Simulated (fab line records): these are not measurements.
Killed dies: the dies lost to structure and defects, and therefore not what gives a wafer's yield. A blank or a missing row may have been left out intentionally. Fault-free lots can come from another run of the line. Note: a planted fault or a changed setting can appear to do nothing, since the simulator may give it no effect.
What tool caused it? :: flow n5 finfet :: Sampling: 10 lots, 28 wafers, 5 of 1938 route steps

## WHAT THE GAUGES READ, wafer by wafer
N5_BEOL_M4_RC_MEAS_101. Usual: DIBL_N 37.0 mV/V, standard deviation 2.3; DIBL_P 37.3 mV/V, standard deviation 2.8; IOFF_N 0.17 nA/um, standard deviation 0.046; IOFF_P 0.23 nA/um, standard deviation 0.054; ION_N 675 uA/um, standard deviation 14; ION_P 460 uA/um, standard deviation 9.3; SS_N 71.7 mV/dec, standard deviation 0.73; SS_P 73.6 mV/dec, standard deviation 0.95; VT_N 249 mV, standard deviation 3.9; VT_P -250 mV, standard deviation 3.9.
lot: L956
measured: day 8 02:19
on: prober-02
DIBL_N (mV/V): 37.4 36.8 39.6
DIBL_P (mV/V): 37.6 37.4 40.9
IOFF_N (nA/um): 0.19 0.17 0.25
IOFF_P (nA/um): 0.22 0.22 0.29
ION_N (uA/um): 677 667 688
ION_P (uA/um): 457 453 457
SS_N (mV/dec): 72.1 71.1 72.2
SS_P (mV/dec): 73.7 75.0 76.1
VT_N (mV): 250 249 245
VT_P (mV): -249 -251 -248
flag: 

lot: L957
measured: day 8 05:23
on: prober-02
DIBL_N (mV/V): 39.7 36.8 33.8
DIBL_P (mV/V): 40.0 37.0 34.2
IOFF_N (nA/um): 0.23 0.16 0.13
IOFF_P (nA/um): 0.29 0.21 0.18
ION_N (uA/um): 673 670 662
ION_P (uA/um): 460 462 458
SS_N (mV/dec): 72.5 71.8 71.0
SS_P (mV/dec): 74.6 74.2 72.5
VT_N (mV): 247 250 250
VT_P (mV): -249 -252 -252
flag: 

lot: L961
measured: day 9 08:11
on: prober-02
DIBL_N (mV/V): 35.3 38.5 39.3
DIBL_P (mV/V): 36.6 39.5 40.8
IOFF_N (nA/um): 0.15 0.22 0.23
IOFF_P (nA/um): 0.19 0.25 0.27
ION_N (uA/um): 670 703 706
ION_P (uA/um): 458 474 471
SS_N (mV/dec): 71.4 72.1 72.3
SS_P (mV/dec): 73.1 73.8 74.8
VT_N (mV): 253 245 248
VT_P (mV): -255 -251 -249
flag: 

lot: L963
measured: day 10 05:55
on: prober-01
DIBL_N (mV/V): 38.9 37.5 38.8
DIBL_P (mV/V): 41.4 38.2 40.7
IOFF_N (nA/um): 0.20 0.16 0.21
IOFF_P (nA/um): 0.29 0.23 0.28
ION_N (uA/um): 679 682 691
ION_P (uA/um): 467 470 474
SS_N (mV/dec): 71.3 72.1 72.2
SS_P (mV/dec): 74.8 74.1 74.7
VT_N (mV): 248 249 248
VT_P (mV): -246 -250 -246
flag: 

lot: L964
measured: day 10 06:52
on: prober-02
DIBL_N (mV/V): 35.7 41.2
DIBL_P (mV/V): 35.0 42.4
IOFF_N (nA/um): 0.15 0.27
IOFF_P (nA/um): 0.23 0.37
ION_N (uA/um): 677 700
ION_P (uA/um): 468 473
SS_N (mV/dec): 71.5 73.1
SS_P (mV/dec): 73.0 74.4
VT_N (mV): 250 244
VT_P (mV): -246 -243
flag: 

lot: L965
measured: day 10 09:41
on: prober-01
DIBL_N (mV/V): 34.9 34.1 34.6
DIBL_P (mV/V): 32.9 32.0 33.9
IOFF_N (nA/um): 0.14 0.11 0.12
IOFF_P (nA/um): 0.19 0.18 0.20
ION_N (uA/um): 681 654 669
ION_P (uA/um): 474 455 466
SS_N (mV/dec): 71.4 71.5 71.9
SS_P (mV/dec): 73.1 72.2 72.5
VT_N (mV): 250 257 254
VT_P (mV): -248 -250 -250
flag: 

lot: L966
measured: day 10 19:25
on: prober-01
DIBL_N (mV/V): 37.4 37.1
DIBL_P (mV/V): 35.9 36.5
IOFF_N (nA/um): 0.17 0.15
IOFF_P (nA/um): 0.19 0.20
ION_N (uA/um): 670 650
ION_P (uA/um): 458 450
SS_N (mV/dec): 71.4 71.0
SS_P (mV/dec): 73.9 72.9
VT_N (mV): 247 252
VT_P (mV): -251 -251
flag: 

lot: L972
measured: day 12 22:21
on: prober-02
DIBL_N (mV/V): 33.5 36.2 37.3
DIBL_P (mV/V): 30.7 35.0 35.0
IOFF_N (nA/um): 0.10 0.14 0.16
IOFF_P (nA/um): 0.13 0.18 0.18
ION_N (uA/um): 640 664 666
ION_P (uA/um): 440 452 448
SS_N (mV/dec): 71.0 71.2 72.1
SS_P (mV/dec): 72.3 73.1 73.3
VT_N (mV): 257 250 250
VT_P (mV): -258 -254 -253
flag: 

lot: L974
measured: day 13 00:56
on: prober-02
DIBL_N (mV/V): 36.2 37.1 35.3
DIBL_P (mV/V): 33.2 35.2 33.1
IOFF_N (nA/um): 0.15 0.17 0.13
IOFF_P (nA/um): 0.18 0.21 0.18
ION_N (uA/um): 670 676 677
ION_P (uA/um): 456 454 466
SS_N (mV/dec): 71.6 71.7 70.6
SS_P (mV/dec): 72.5 72.8 73.1
VT_N (mV): 253 250 252
VT_P (mV): -253 -253 -250
flag: 

lot: L977
measured: day 14 07:43
on: prober-02
DIBL_N (mV/V): 37.7 40.0 35.8
DIBL_P (mV/V): 38.9 40.9 37.0
IOFF_N (nA/um): 0.19 0.24 0.15
IOFF_P (nA/um): 0.28 0.30 0.23
ION_N (uA/um): 670 696 677
ION_P (uA/um): 460 474 471
SS_N (mV/dec): 72.9 73.1 71.6
SS_P (mV/dec): 73.9 74.6 73.2
VT_N (mV): 249 244 250
VT_P (mV): -247 -245 -248
flag: 

## EACH LOT AND THE TOOL THAT RAN IT (in order: tool; ch and the chambers of the sampled wafers; start)
lot: L956
N5_MOL_CONTACT_COAG_STRIP_49: plasma asher-01 ch 0,1, day 5 09:21
N5_BEOL_M0_SAQP_ILD_DEP_01: pecvd-04 ch 0,1,2, day 5 13:40
N5_BEOL_M0_SAQP_HM_DEP_111: pecvd-04 ch 0,1,2, day 5 15:11
N5_BEOL_M0_SAQP_COAT_82: litho track-03 ch 0, day 5 15:16

lot: L957
N5_MOL_CONTACT_COAG_STRIP_49: plasma asher-02 ch 0,1, day 5 16:44
N5_BEOL_M0_SAQP_ILD_DEP_01: pecvd-01 ch 0,1,2, day 5 21:03
N5_BEOL_M0_SAQP_HM_DEP_111: pecvd-04 ch 0, day 5 22:15
N5_BEOL_M0_SAQP_COAT_82: litho track-03 ch 0, day 5 22:24

lot: L961
N5_MOL_CONTACT_COAG_STRIP_49: plasma asher-02 ch 0,1, day 6 19:11
N5_BEOL_M0_SAQP_ILD_DEP_01: pecvd-02 ch 0,1, day 6 23:29
N5_BEOL_M0_SAQP_HM_DEP_111: pecvd-01 ch 0,2, day 7 02:34
N5_BEOL_M0_SAQP_COAT_82: litho track-02 ch 0, day 7 02:38

lot: L963
N5_MOL_CONTACT_COAG_STRIP_49: plasma asher-01 ch 0,1, day 7 06:58
N5_BEOL_M0_SAQP_ILD_DEP_01: pecvd-04 ch 0,1, day 7 11:17
N5_BEOL_M0_SAQP_HM_DEP_111: pecvd-02 ch 0,1, day 7 12:12
N5_BEOL_M0_SAQP_COAT_82: litho track-02 ch 0, day 7 12:17

lot: L964
N5_MOL_CONTACT_COAG_STRIP_49: plasma asher-01 ch 0,1, day 7 09:28
N5_BEOL_M0_SAQP_ILD_DEP_01: pecvd-02 ch 1,2, day 7 14:19
N5_BEOL_M0_SAQP_HM_DEP_111: pecvd-04 ch 0,1, day 7 15:32
N5_BEOL_M0_SAQP_COAT_82: litho track-03 ch 0, day 7 15:35

lot: L965
N5_MOL_CONTACT_COAG_STRIP_49: plasma asher-01 ch 0,1, day 7 12:43
N5_BEOL_M0_SAQP_ILD_DEP_01: pecvd-02 ch 1,2, day 7 17:17
N5_BEOL_M0_SAQP_HM_DEP_111: pecvd-04 ch 0,2, day 7 19:22
N5_BEOL_M0_SAQP_COAT_82: litho track-02 ch 0, day 7 19:26

lot: L966
N5_MOL_CONTACT_COAG_STRIP_49: plasma asher-01 ch 0,1, day 7 21:43
N5_BEOL_M0_SAQP_ILD_DEP_01: pecvd-04 ch 2, day 8 02:04
N5_BEOL_M0_SAQP_HM_DEP_111: pecvd-04 ch 2, day 8 04:47
N5_BEOL_M0_SAQP_COAT_82: litho track-02 ch 0, day 8 04:58

lot: L972
N5_MOL_CONTACT_COAG_STRIP_49: plasma asher-01 ch 0,1, day 9 12:22
N5_BEOL_M0_SAQP_ILD_DEP_01: pecvd-02 ch 0,1,2, day 9 17:01
N5_BEOL_M0_SAQP_HM_DEP_111: pecvd-02 ch 0,1, day 9 20:26
N5_BEOL_M0_SAQP_COAT_82: litho track-04 ch 0, day 9 20:30

lot: L974
N5_MOL_CONTACT_COAG_STRIP_49: plasma asher-01 ch 0,1, day 9 23:03
N5_BEOL_M0_SAQP_ILD_DEP_01: pecvd-04 ch 0,1, day 10 03:22
N5_BEOL_M0_SAQP_HM_DEP_111: pecvd-02 ch 1,2, day 10 05:28
N5_BEOL_M0_SAQP_COAT_82: litho track-04 ch 0, day 10 05:32

lot: L977
N5_MOL_CONTACT_COAG_STRIP_49: plasma asher-01 ch 0,1, day 10 17:31
N5_BEOL_M0_SAQP_ILD_DEP_01: pecvd-02 ch 0,1, day 10 22:44
N5_BEOL_M0_SAQP_HM_DEP_111: pecvd-01 ch 0,2, day 11 00:29
N5_BEOL_M0_SAQP_COAT_82: litho track-03 ch 0, day 11 00:34
- N5_MOL_CONTACT_COAG_STRIP_49: strips in N2/H2, time 30 s.
- N5_BEOL_M0_SAQP_ILD_DEP_01: deposits SiOC from DEMS/O2, target thk 45.419 nm, time 8.7 s.
- N5_BEOL_M0_SAQP_HM_DEP_111: deposits SiO2 from SiH4/N2O, target thk 12 nm, time 7.2 s.
- N5_BEOL_M0_SAQP_COAT_82: time 60 s, resist thk 30 nm.

## AS READ BY THE TOOLS THEMSELVES (means over the sampled wafers that have a number; for cases with no such wafer, the mark the record gives instead)
N5_MOL_CONTACT_COAG_STRIP_49. Usual: drypump motor current A 5.91 A, standard deviation 0.13; heater power w 345 W, standard deviation 54.
lot: L956
tool: plasma asher-01
drypump motor current A (A): 5.96
heater power w (W): 322
flag: 

lot: L957
tool: plasma asher-02
drypump motor current A (A): 5.75
heater power w (W): 336
flag: 

lot: L961
tool: plasma asher-02
drypump motor current A (A): 5.75
heater power w (W): 334
flag: 

lot: L963
tool: plasma asher-01
drypump motor current A (A): 6.00
heater power w (W): 360
flag: 

lot: L964
tool: plasma asher-01
drypump motor current A (A): 5.99
heater power w (W): 337
flag: 

lot: L965
tool: plasma asher-01
drypump motor current A (A): 5.99
heater power w (W): 323
flag: 

lot: L966
tool: plasma asher-01
drypump motor current A (A): 5.97
heater power w (W): 347
flag: 

lot: L972
tool: plasma asher-01
drypump motor current A (A): 5.98
heater power w (W): 319
flag: 

lot: L974
tool: plasma asher-01
drypump motor current A (A): 5.98
heater power w (W): 359
flag: 

lot: L977
tool: plasma asher-01
drypump motor current A (A): 5.98
heater power w (W): 317
flag: 

N5_BEOL_M0_SAQP_ILD_DEP_01. Usual: heater power outer w 264 W, standard deviation 41; heater power w 520 W, standard deviation 58; showerhead plenum p Torr 5.691 Torr, standard deviation 0.018; throttle valve pct 11.7 %, standard deviation 0.62.
lot: L956
tool: pecvd-04
heater power outer w (W): 228
heater power w (W): 483
showerhead plenum p Torr (Torr): 5.684
throttle valve pct (%): 11.1
flag: 

lot: L957
tool: pecvd-01
heater power outer w (W): 239
heater power w (W): 462
showerhead plenum p Torr (Torr): 5.679
throttle valve pct (%): 12.5
flag: 

lot: L961
tool: pecvd-02
heater power outer w (W): 301
heater power w (W): 543
showerhead plenum p Torr (Torr): 5.699
throttle valve pct (%): 12.5
flag: 

lot: L963
tool: pecvd-04
heater power outer w (W): 284
heater power w (W): 578
showerhead plenum p Torr (Torr): 5.694
throttle valve pct (%): 11.3
flag: 

lot: L964
tool: pecvd-02
heater power outer w (W): 298
heater power w (W): 565
showerhead plenum p Torr (Torr): 5.684
throttle valve pct (%): 11.9
flag: 

lot: L965
tool: pecvd-02
heater power outer w (W): 278
heater power w (W): 544
showerhead plenum p Torr (Torr): 5.693
throttle valve pct (%): 12.1
flag: 

lot: L966
tool: pecvd-04
heater power outer w (W): 224
heater power w (W): 472
showerhead plenum p Torr (Torr): 5.650
throttle valve pct (%): 10.9
flag: 

lot: L972
tool: pecvd-02
heater power outer w (W): 293
heater power w (W): 545
showerhead plenum p Torr (Torr): 5.695
throttle valve pct (%): 12.1
flag: 

lot: L974
tool: pecvd-04
heater power outer w (W): 239
heater power w (W): 507
showerhead plenum p Torr (Torr): 5.688
throttle valve pct (%): 11.5
flag: 

lot: L977
tool: pecvd-02
heater power outer w (W): 264
heater power w (W): 495
showerhead plenum p Torr (Torr): 5.710
throttle valve pct (%): 12.1
flag: 

N5_BEOL_M0_SAQP_HM_DEP_111. Usual: heater power outer w 464 W, standard deviation 56; heater power w 796 W, standard deviation 85; showerhead plenum p Torr 8.10 Torr, standard deviation 0.14.
lot: L956
tool: pecvd-04
heater power outer w (W): 453
heater power w (W): 805
showerhead plenum p Torr (Torr): 8.03
flag: 

lot: L957
tool: pecvd-04
heater power outer w (W): 542
heater power w (W): 953
showerhead plenum p Torr (Torr): 8.18
flag: 

lot: L961
tool: pecvd-01
heater power outer w (W): 428
heater power w (W): 746
showerhead plenum p Torr (Torr): 8.09
flag: 

lot: L963
tool: pecvd-02
heater power outer w (W): 462
heater power w (W): 785
showerhead plenum p Torr (Torr): 8.30
flag: 

lot: L964
tool: pecvd-04
heater power outer w (W): 471
heater power w (W): 853
showerhead plenum p Torr (Torr): 8.10
flag: 

lot: L965
tool: pecvd-04
heater power outer w (W): 489
heater power w (W): 838
showerhead plenum p Torr (Torr): 8.09
flag: 

lot: L966
tool: pecvd-04
heater power outer w (W): 397
heater power w (W): 722
showerhead plenum p Torr (Torr): 7.95
flag: 

lot: L972
tool: pecvd-02
heater power outer w (W): 487
heater power w (W): 816
showerhead plenum p Torr (Torr): 8.32
flag: 

lot: L974
tool: pecvd-02
heater power outer w (W): 551
heater power w (W): 917
showerhead plenum p Torr (Torr): 8.11
flag: 

lot: L977
tool: pecvd-01
heater power outer w (W): 419
heater power w (W): 759
showerhead plenum p Torr (Torr): 8.10
flag: 

N5_BEOL_M0_SAQP_COAT_82. Usual: dispense pressure kPa 50.1 kPa, standard deviation 1.9; run length s 66.08 s, standard deviation 0.15.
lot: L956
tool: litho track-03
dispense pressure kPa (kPa): 51.5
run length s (s): 66.08
flag: 

lot: L957
tool: litho track-03
dispense pressure kPa (kPa): 51.4
run length s (s): 66.04
flag: 

lot: L961
tool: litho track-02
dispense pressure kPa (kPa): 51.0
run length s (s): 66.06
flag: 

lot: L963
tool: litho track-02
dispense pressure kPa (kPa): 51.0
run length s (s): 65.95
flag: 

lot: L964
tool: litho track-03
dispense pressure kPa (kPa): 51.4
run length s (s): 66.05
flag: 

lot: L965
tool: litho track-02
dispense pressure kPa (kPa): 51.0
run length s (s): 71.12
flag: OFF

lot: L966
tool: litho track-02
dispense pressure kPa (kPa): 51.0
run length s (s): 73.78
flag: OFF

lot: L972
tool: litho track-04
dispense pressure kPa (kPa): 46.9
run length s (s): 66.30
flag: 

lot: L974
tool: litho track-04
dispense pressure kPa (kPa): 46.9
run length s (s): 66.29
flag: 

lot: L977
tool: litho track-03
dispense pressure kPa (kPa): 51.5
run length s (s): 65.98
flag: 

## THE ANSWER, worked out from the rows above alone
Rule: take the mean of a lot's wafers that have a number; if it is more than 3 standard deviations from the usual mean, the lot is off. A lot without any number at a reading at which 4 lots or more have one is off too. Any other lot the step has rows for is counted as sound. First the gauges in route order, then the tools' own readings, where a lot's mean is used as printed above. The first step at which some lot is off is used, and at that step the reading that is off furthest; a lot without a number counts as furthest.
Off: L965, L966, at N5_BEOL_M0_SAQP_COAT_82 (run length s).
If a tool, at that step or one of the process steps before it, ran each lot that is off and ran no sound lot following the first of them, it fits. Can't be told from this: 2 tools fit, pecvd-04 at N5_BEOL_M0_SAQP_HM_DEP_111, litho track-02 at N5_BEOL_M0_SAQP_COAT_82.

## WHAT THE SIMULATOR PUT IN
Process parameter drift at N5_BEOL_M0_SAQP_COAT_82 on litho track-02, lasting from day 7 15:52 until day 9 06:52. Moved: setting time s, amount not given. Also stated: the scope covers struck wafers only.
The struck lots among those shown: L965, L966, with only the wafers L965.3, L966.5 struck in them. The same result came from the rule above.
